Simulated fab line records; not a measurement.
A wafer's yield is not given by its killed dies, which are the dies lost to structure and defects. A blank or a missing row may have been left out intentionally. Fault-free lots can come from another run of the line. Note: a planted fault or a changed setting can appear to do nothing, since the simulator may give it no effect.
Struck lot and sound lot, side by side / flow nand-harc / 26 steps out of a route of 1159
Sound: wafers L911.1, L911.2, L911.5. Wafers L920.4, L920.5, L920.6 were the ones struck. The cause comes at the end.
For every step that has rows: the tool of each side, followed by ch and its chambers, followed by its first start. Under that, the readings that differ: sound wafers / struck wafers / difference of the means / sigmas: that difference in standard deviations of wafers without a fault.
alike: same words and numbers on both sides, and readings whose means sit less than 2 such deviations apart. not compared: any withheld reading, any reading some wafer has no value for, any bound like >300 that may hide the same value, and any number with overlapping values for which the record gives no deviation.
Wherever a step has rows on one side only, a row that says differs or no value, or a row with sigmas, the two part there. When numbers do not overlap yet have no deviation, they are printed without sigmas and do not part them. A reading that every wafer of one side lacks parts them only if that side has two wafers or more.

NHARC_P_ZERO_WELL_INSPECT_43:
  struck on defect-inspect-01, day 4 19:31; sound on defect-inspect-01, day 2 13:35
  alike: raw-defect-count
then, 11 steps without rows for these wafers: NHARC_P_STI_ETCH_26 (etches SiO2 in dHF, target depth 11 nm); NHARC_P_STI_PRECLEAN_27 (cleans in SC1); NHARC_P_STI_SRD_28; NHARC_P_STI_OXIDE_29 (material SiO2, target thk 10 nm, ox time 1362 s); NHARC_P_STI_HM_DEP_30 (deposits Si3N4, target thk 80 nm, time 873 s); NHARC_P_STI_DEHYDRATE_01 (time 120 s); NHARC_P_STI_HMDS_02 (time 30 s); NHARC_P_STI_COAT_41 (time 65 s); NHARC_P_STI_COAT_03 (resist thk 600 nm); NHARC_P_STI_SOFTBAKE_04 (time 70 s); NHARC_P_STI_EBR_05.
NHARC_P_STI_EXPOSE_06: exposes mask P STI, target cd 200 nm.
  sound on krf-scanner-04 ch 0, day 3 06:01; struck on krf-scanner-02 ch 0, day 5 10:43
reading=mask; sound=P_STI#0 P_STI#0 P_STI#0; struck=P_STI_R1#0 P_STI_R1#0 P_STI_R1#0; difference=differs; sigmas=
then, 2 steps without rows for these wafers: NHARC_P_STI_PEB_07 (peb time 80 s); NHARC_P_STI_DEVELOP_08 (time 50 s).
NHARC_P_STI_CD_MEAS_09: the cd target is 200 nm.
  sound on cd-sem-03 ch 0, day 3 06:10; struck on cd-sem-03 ch 0, day 5 10:52
reading=cd-nm (nm); sound=197.8 198.2 200.7; struck=233.5 233.2 231.4; difference=+33.8; sigmas=+12
NHARC_P_STI_OVL_MEAS_10:
  struck on overlay-01, day 5 10:56; sound on overlay-02, day 3 06:15
reading=overlay-x-nm (nm); sound=-11 -11 -11; struck=5 4 5; difference=+16; sigmas=+3
  alike: overlay-y-nm
NHARC_P_STI_INSPECT_11:
  struck on defect-inspect-01, day 5 10:59; sound on defect-inspect-02, day 3 06:17
  alike: raw-defect-count
then, 1 step without rows for these wafers: NHARC_P_STI_HARDBAKE_13 (time 65 s).
NHARC_P_STI_DESCUM_14: chemistry O2, time 3 s.
  sound on rie-diel-13 ch 1,3, day 3 06:25; struck on rie-diel-08 ch 0,3, day 5 11:07
reading=showerhead-plenum-p-Torr (Torr); sound=2.05 1.99 2.05; struck=1.82 1.82 1.88; difference=-0.19; sigmas=-3
reading=model.P_STI.cd-nm (nm); sound=197.8 198.5 200.5; struck=233.7 232.4 231.6; difference=+33.6; sigmas=
  alike: chamber-pressure-mTorr, drypump-motor-current-A, oes-product-au, rf-vpp-V, throttle-valve-pct
  not compared: rf-hours-counter-h
NHARC_P_STI_ETCH_42: etches the open film in N2/H2, target depth 80 nm, overetch 24 nm, time 61 s.
  sound on rie-diel-13 ch 1,2, day 3 06:31; struck on rie-diel-08 ch 0,1,3, day 5 11:13
  alike: chamber-pressure-mTorr, drypump-motor-current-A, oes-product-au, rf-vpp-V, showerhead-plenum-p-Torr, throttle-valve-pct
  not compared: rf-hours-counter-h
NHARC_P_STI_ETCH_31: etches the open film in CF4/CHF3, target depth 108.9 nm, time 54.5 s.
  sound: rie-diel-13 ch 0,2,3; struck: rie-diel-08 ch 0,3
reading=rf-vpp-V (V); sound=372.1 375.3 371.3; struck=368.7 368.8 368.0; difference=-4.4; sigmas=-2
  alike: chamber-pressure-mTorr, drypump-motor-current-A, oes-product-au, showerhead-plenum-p-Torr, throttle-valve-pct
  not compared: rf-hours-counter-h
NHARC_P_STI_ETCH_15: etches the open film in HBr/Cl2, target depth 300 nm, time 100.1 s.
  sound on rie-si-03 ch 2,3, day 3 06:42; struck on rie-si-02 ch 1,2,3, day 5 11:25
reading=model.P_STI.cd-nm (nm); sound=197.2 198.2 199.8; struck=233.5 231 230.1; difference=+33.1; sigmas=
  alike: chamber-pressure-mTorr, drypump-motor-current-A, mfc-cl2-sccm, oes-product-au, throttle-valve-pct
  not compared: rf-hours-counter-h
NHARC_P_STI_CD_MEAS_16:
  struck on cd-sem-01, day 5 11:33; sound on cd-sem-03, day 3 06:52
reading=cd-nm (nm); sound=197 198 200; struck=234 231 230; difference=+33; sigmas=+11
NHARC_P_STI_OCD_MEAS_17:
  struck on ocd-01, day 5 11:38; sound on ocd-01, day 3 06:57
reading=trench-foot-cd-nm (nm); sound=156.1 156.5 159.0; struck=192.1 190.0 190.1; difference=+33.5; sigmas=+12
  alike: trench-depth-nm
then, 1 step without rows for these wafers: NHARC_P_STI_STRIP_19 (strips in SPM, time 900 s).

## WHERE THEY PART
At NHARC_P_STI_EXPOSE_06 first; at NHARC_P_STI_OCD_MEAS_17 last (within this record only).

WHY: what the simulator had put in
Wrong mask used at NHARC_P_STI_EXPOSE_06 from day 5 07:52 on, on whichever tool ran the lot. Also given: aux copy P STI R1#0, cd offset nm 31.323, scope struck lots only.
